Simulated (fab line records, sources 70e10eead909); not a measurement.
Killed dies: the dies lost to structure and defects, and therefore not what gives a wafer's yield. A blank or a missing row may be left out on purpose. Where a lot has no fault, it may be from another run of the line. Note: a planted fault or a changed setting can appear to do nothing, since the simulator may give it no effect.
fab line records ; flow nand-harc
record: lots: 5; wafers: 15; last-day: 34
route steps=1302 shown A_WL_FILL@954
lots untouched by any fault: they come from a run of this same line in which no faults occurred
start-h: hours from the record's opening day to when the first of the lot's shown wafers began ; wait-h: time in hours since the lot's previous step ; " as in the row above ; L1.1+2: one row covering several wafers at once ; - no value, or no start was given ; * or withheld: withheld ; < > ~ a bound
route shown NAME@n: NAME is a module with steps in the file, n the number in the route of the first one ; usual: mean/standard deviation of fault-free wafers ; same: alike in all rows ; chamber/n: place in a boat ; sites: per-site readings ; _std_site: the standard deviation of these ; _edge_site: mean of outer sites minus mean of inner sites ; radius-mm: how far each site lies from the wafer's centre ; mask NAME#n: copy n ; behind: the last tool/chamber to shape the wafer ; hold: why the lot was held/for how many hours/how that ended ; device: transistor that didn't switch, given as n, p or np ; end of line: at the end of the route, the tests of the same wafers ; a step with no rows: only its recipe ; killed: count of dies lost to structure and defects at first sort (not the wafer's yield) ; map: per-die view of a wafer (x killed, . not killed, _ where there is no die)
set.NAME: the setting that was run; set.NAME@STEP: the one run at that earlier step ; model.NAME: the simulator's own value behind a step, which no gauge read
lots at selected steps of the route; one table per step, one row per wafer
services: the hour from which a tool's chamber was out of use, counted from the record's first day as start-h (under 0 if before that day), plus the number of hours and why
== steps ==
step: NHARC_A_WL_FILL_ALD_02
recipe: target-thk-a: 20; pulse-time-s: 3; ald-cycles: 100; temp-c: 450; material: TiN
usual: heater-power-w: 1082/80; precursor-pulse-height-rel: 0.999/0.021
same: pulse-time-s: 3
lot.wafer;tool;chamber;start-h;wait-h;heater-power-w;precursor-pulse-height-rel
L456.1;ald-metal-01;0;508.03;0.2;977;0.968
L456.5;ald-metal-01;0;508.03;0.2;1003;1.000
L456.6;ald-metal-01;1;508.03;0.2;1041;0.979
L467.1;ald-metal-04;0;609.86;0.3;987;0.996
L467.6;ald-metal-04;0;609.86;0.3;1002;1.019
L467.5;ald-metal-04;1;609.86;0.3;1174;1.017
L469.3;ald-metal-03;1;648.15;0.2;1170;1.011
L469.1;ald-metal-03;2;648.15;0.2;1034;0.993
L469.6;ald-metal-03;1;648.15;0.2;1149;0.944
L473.2;ald-metal-04;3;685.92;0.2;1193;0.995
L473.4;ald-metal-04;1;685.92;0.2;1104;1.002
L473.6;ald-metal-04;3;685.92;0.2;1175;1.019
L475.2;ald-metal-04;3;703.11;0.2;1203;0.981
L475.3;ald-metal-04;0;703.11;0.2;954;0.994
L475.6;ald-metal-04;3;703.11;0.2;1158;1.022
step: NHARC_A_WL_FILL_CVD_03
recipe: target-thk-a: 400; temp-c: 300; pressure-torr: 40; wf6-flow-sccm: 40; h2-flow-sccm: 1600; ar-flow-sccm: 1560; time-s: 279; material: W
usual: heater-power-w: 482/51; mfc-wf6-sccm: 40.01/0.11; throttle-valve-pct: 8.00/0.28
lot.wafer;tool;chamber;start-h;wait-h;heater-power-w;mfc-wf6-sccm;throttle-valve-pct
L456.1;cvd-w-01;1;508.47;0.1;534;40.01;7.56
L456.5;cvd-w-01;1;508.47;0.1;531;40.02;7.95
L456.6;cvd-w-01;0;508.47;0.1;491;40.13;7.80
L467.1;cvd-w-01;1;610.35;0.1;522;39.95;7.89
L467.6;cvd-w-01;0;610.35;0.1;494;40.01;7.87
L467.5;cvd-w-01;1;610.35;0.1;522;39.96;7.62
L469.1;cvd-w-01;0;648.55;0.1;496;39.97;8.12
L469.3;cvd-w-01;1;648.55;0.1;522;40.02;7.65
L469.6;cvd-w-01;1;648.55;0.1;521;39.98;7.87
L473.2;cvd-w-01;0;686.31;0.1;510;40.10;7.87
L473.4;cvd-w-01;0;686.31;0.1;502;39.94;8.15
L473.6;cvd-w-01;0;686.31;0.1;503;40.02;8.21
L475.2;cvd-w-01;1;703.56;0.1;535;39.72;8.03
L475.3;cvd-w-01;1;703.56;0.1;528;39.88;7.70
L475.6;cvd-w-01;0;703.56;0.1;497;39.90;7.82
step: NHARC_A_WL_FILL_ETCHBACK_04
recipe: target-depth-a: 600; time-s: 120; chemistry: NF3
step: NHARC_A_WL_FILL_ETCHBACK_05
recipe: target-depth-a: 220; time-s: 60; temp-c: 40; chemistry: Cl2/BCl3
usual: drypump-motor-current-A: 6.0/0.31; oes-product-au: 1.000/0.0082; run-length-s: 81.4/0.49
lot.wafer;tool;chamber;start-h;wait-h;drypump-motor-current-A;oes-product-au;rf-hours-counter-h;run-length-s
L456.1;rie-metal-02;1;509.09;0.2;5.8;1.004;0.9;81.8
L456.5;rie-metal-02;0;509.09;0.2;6.4;0.993;-;81.4
L456.6;rie-metal-02;1;509.09;0.2;5.8;1.008;-;81.7
L467.1;rie-metal-01;1;610.95;0.2;6.0;1.005;0.6;81.4
L467.5;rie-metal-01;0;610.95;0.2;6.2;0.989;-;81.7
L467.6;rie-metal-01;1;610.95;0.2;6.0;1.000;-;80.6
L469.1;rie-metal-02;1;649.37;0.4;5.8;1.005;0.3;82.1
L469.3;rie-metal-02;1;649.37;0.4;5.8;1.001;-;82.1
L469.6;rie-metal-02;1;649.37;0.4;5.8;1.003;-;82.2
L473.2;rie-metal-03;0;686.94;0.2;5.5;0.994;2.8;81.0
L473.4;rie-metal-03;1;686.94;0.2;6.3;0.992;-;81.0
L473.6;rie-metal-03;0;686.94;0.2;5.5;0.987;-;80.9
L475.2;rie-metal-01;1;704.30;0.4;6.0;1.004;2.5;80.9
L475.3;rie-metal-01;0;704.30;0.4;6.2;0.994;-;81.9
L475.6;rie-metal-01;0;704.30;0.4;6.1;0.995;-;82.1
step: NHARC_A_WL_FILL_STRIP_27
recipe: power-w: 1500; temp-c: 250; time-s: 20; chemistry: N2/H2
usual: drypump-motor-current-A: 6.1/0.47; heater-power-w: 323/24; rf-refl-power-W: 26/8.6
lot.wafer;tool;chamber;start-h;wait-h;drypump-motor-current-A;heater-power-w;rf-hours-counter-h;rf-refl-power-W
L456.1;plasma-asher-02;0;509.24;0.1;6.6;349;16;17
L456.5;plasma-asher-02;1;509.24;0.1;5.7;300;-;37
L456.6;plasma-asher-02;0;509.24;0.1;6.7;355;-;17
L467.1;plasma-asher-01;1;611.10;0.1;6.5;325;19;-
L467.5;plasma-asher-01;0;611.10;0.1;5.5;310;-;-
L467.6;plasma-asher-01;1;611.10;0.1;6.5;326;-;-
L469.1;plasma-asher-01;0;649.58;0.2;5.5;314;25;20
L469.3;plasma-asher-01;1;649.58;0.2;6.5;330;-;28
L469.6;plasma-asher-01;0;649.58;0.2;5.5;295;-;20
L473.2;plasma-asher-02;0;687.07;0.1;6.6;361;14;17
L473.4;plasma-asher-02;1;687.07;0.1;5.7;296;-;36
L473.6;plasma-asher-02;1;687.07;0.1;5.7;301;-;35
L475.2;plasma-asher-02;0;704.65;0.3;6.6;368;23;17
L475.3;plasma-asher-02;1;704.65;0.3;5.7;300;-;38
L475.6;plasma-asher-02;0;704.65;0.3;6.6;365;-;17
step: NHARC_A_WL_FILL_STRIP_28
recipe: time-s: 1200; temp-c: 72.5; chemistry: post-etch-residue-remover
step: NHARC_A_WL_FILL_PRECLEAN_06
recipe: time-s: 300; chemistry: DIW
step: NHARC_A_WL_FILL_SRD_07
step: NHARC_A_WL_FILL_ANNEAL_08
recipe: temp-c: 450; time-s: 1800
step: NHARC_A_WL_FILL_ALD_10
recipe: target-thk-a: 500; pulse-time-s: 10; ald-cycles: 500; temp-c: 300; material: SiO2
step: NHARC_A_WL_FILL_ETCHBACK_16
recipe: target-depth-a: 1200; time-s: 24; c4f8-flow-sccm: withheld; o2-flow-sccm: 8; ar-flow-sccm: withheld; rf-w: 600; bias-w: 800; chemistry: C4F8/O2/Ar
usual: bias-w: 800.3/2.3; oes-product-au: 0.982/0.028; rf-vpp-V: 721/3.2; run-length-s: 45.3/0.36
lot.wafer;tool;chamber;start-h;wait-h;bias-w;oes-product-au;rf-hours-counter-h;rf-vpp-V;run-length-s
L456.1;rie-diel-12;0;518.96;-;799.6;0.992;2.7;720;45.0
L456.5;rie-diel-12;2;518.96;-;797.4;0.999;-;726;44.9
L456.6;rie-diel-12;3;518.96;-;803.6;0.999;-;720;45.8
L467.1;rie-diel-10;0;621.52;-;799.8;0.987;0.2;720;45.2
L467.6;rie-diel-10;3;621.52;-;801.8;1.003;-;725;45.5
L467.5;rie-diel-10;0;621.52;-;799.9;0.991;-;721;45.2
L469.3;rie-diel-10;0;660.99;-;795.7;0.972;1.2;723;49.0
L469.1;rie-diel-10;1;660.99;-;800.5;0.968;1.3;723;44.8
L469.6;rie-diel-10;0;660.99;-;799.9;0.962;-;721;45.6
L473.2;rie-diel-12;2;698.37;-;802.1;1.001;4.7;725;44.9
L473.4;rie-diel-12;1;698.37;-;801.2;1.000;4.9;716;45.0
L473.6;rie-diel-12;2;698.37;-;803.1;1.000;-;725;45.1
L475.3;rie-diel-12;3;715.81;-;801.5;1.007;5.3;719;45.2
L475.2;rie-diel-12;1;715.81;-;799.4;1.006;6.3;715;45.0
L475.6;rie-diel-12;3;715.81;-;798.2;0.995;-;719;45.2
step: NHARC_A_WL_FILL_STRIP_29
recipe: time-s: 20; o2-flow-sccm: 500; ar-flow-sccm: 0; bias-w: 0; chemistry: O2
usual: drypump-motor-current-A: 5.8/0.48; o2-flow-sccm: 499.9/1.6; oes-product-au: 1.000/0.0077; rf-vpp-V: 57.7/0.85; showerhead-plenum-p-Torr: 3.45/0.1; throttle-valve-pct: 17.036/0.0087
same: bias-w: 0
lot.wafer;tool;chamber;start-h;wait-h;drypump-motor-current-A;o2-flow-sccm;oes-product-au;rf-hours-counter-h;rf-vpp-V;showerhead-plenum-p-Torr;throttle-valve-pct
L456.1;rie-diel-12;2;519.04;0.1;5.7;500.4;0.993;2.8;57.9;3.62;17.032
L456.6;rie-diel-12;2;519.04;0.1;5.7;499.4;1.000;-;58.1;3.62;17.023
L456.5;rie-diel-12;3;519.04;0.1;5.8;500.5;1.008;-;57.9;3.40;17.031
L467.1;rie-diel-10;2;621.61;0.1;6.1;498.7;1.006;0.2;57.8;3.37;17.026
L467.6;rie-diel-10;2;621.61;0.1;6.1;500.3;0.989;-;58.4;3.37;17.051
L467.5;rie-diel-10;3;621.61;0.1;5.1;501.4;1.004;-;57.3;3.60;17.040
L469.1;rie-diel-10;2;661.08;0.1;6.1;500.6;0.977;1.1;57.2;3.37;17.035
L469.3;rie-diel-10;3;661.08;0.1;5.1;501.1;1.000;1.1;58.3;3.60;17.034
L469.6;rie-diel-10;1;661.08;0.1;5.1;500.0;1.006;-;56.5;3.49;17.034
L473.4;rie-diel-12;0;698.48;0.1;6.5;500.4;1.008;5.7;57.0;3.42;17.045
L473.2;rie-diel-12;1;698.48;0.1;5.6;503.5;0.995;4.9;56.9;3.29;17.027
L473.6;rie-diel-12;3;698.48;0.1;5.8;498.9;0.984;-;57.8;3.40;17.031
L475.3;rie-diel-12;3;715.91;0.1;5.8;501.0;0.985;5.3;57.8;3.40;17.031
L475.2;rie-diel-12;2;715.91;0.1;5.7;499.5;1.011;6.4;58.7;3.61;17.048
L475.6;rie-diel-12;3;715.91;0.1;5.8;501.9;0.998;-;56.9;3.40;17.038
== services ==
tool;chamber;start-h;hours;kind
rie-diel-10;3;509.78;9.9;repair
rie-diel-12;1;510.36;6.5;repair
rie-diel-12;-;510.53;0.8;repair
rie-metal-03;-;519.00;9.0;pm
plasma-asher-01;-;519.13;9.0;pm
ald-metal-01;2;523.78;31.1;repair
ald-metal-01;-;526.00;10.0;pm
ald-metal-03;-;540.55;0.6;repair
cvd-w-01;-;547.36;13.0;pm
rie-metal-01;-;575.01;9.0;pm
plasma-asher-02;-;590.16;2.0;repair
rie-diel-10;-;596.50;9.0;pm
plasma-asher-02;-;603.56;9.0;pm
rie-diel-12;-;622.40;9.0;pm
rie-metal-02;0;627.65;28.7;repair
rie-metal-02;-;631.00;9.0;pm
rie-metal-01;-;631.44;0.6;repair
rie-diel-12;3;651.60;14.3;repair
cvd-w-01;-;653.22;0.7;repair
rie-metal-02;1;653.95;6.6;repair
ald-metal-04;-;659.34;10.0;pm
rie-diel-12;-;665.74;0.3;repair
plasma-asher-01;-;696.31;9.0;pm
rie-diel-10;3;714.01;11.1;repair
== key ==
first-sign: step: NHARC_A_WL_FILL_ETCHBACK_16; reading: run-length-s; direction: up; sigmas: 10; usual: *; struck: *
effect none on later readings
met-at NHARC_A_WL_FILL_ETCHBACK_16
struck-wafers L469.3
tester-left-out L469
onset-between 621.52 660.99
fault: kind: process-parameter-drift; tool: rie-diel-10; chamber: -; onset-h: 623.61; steps: NHARC_A_WL_FILL_ETCHBACK_16; channel: time-s; offset: *; shape: step; end-h: 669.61; scope: struck-wafers-only; acts-in: *; stated: *
tester-left-out: of these lots the tester's yield and bins aren't shown, on N5 and GAA mostly nor the transistor test; their killed dies are dies lost to structure and defects alone, not to doping, threshold or leakage, so they don't give the yield
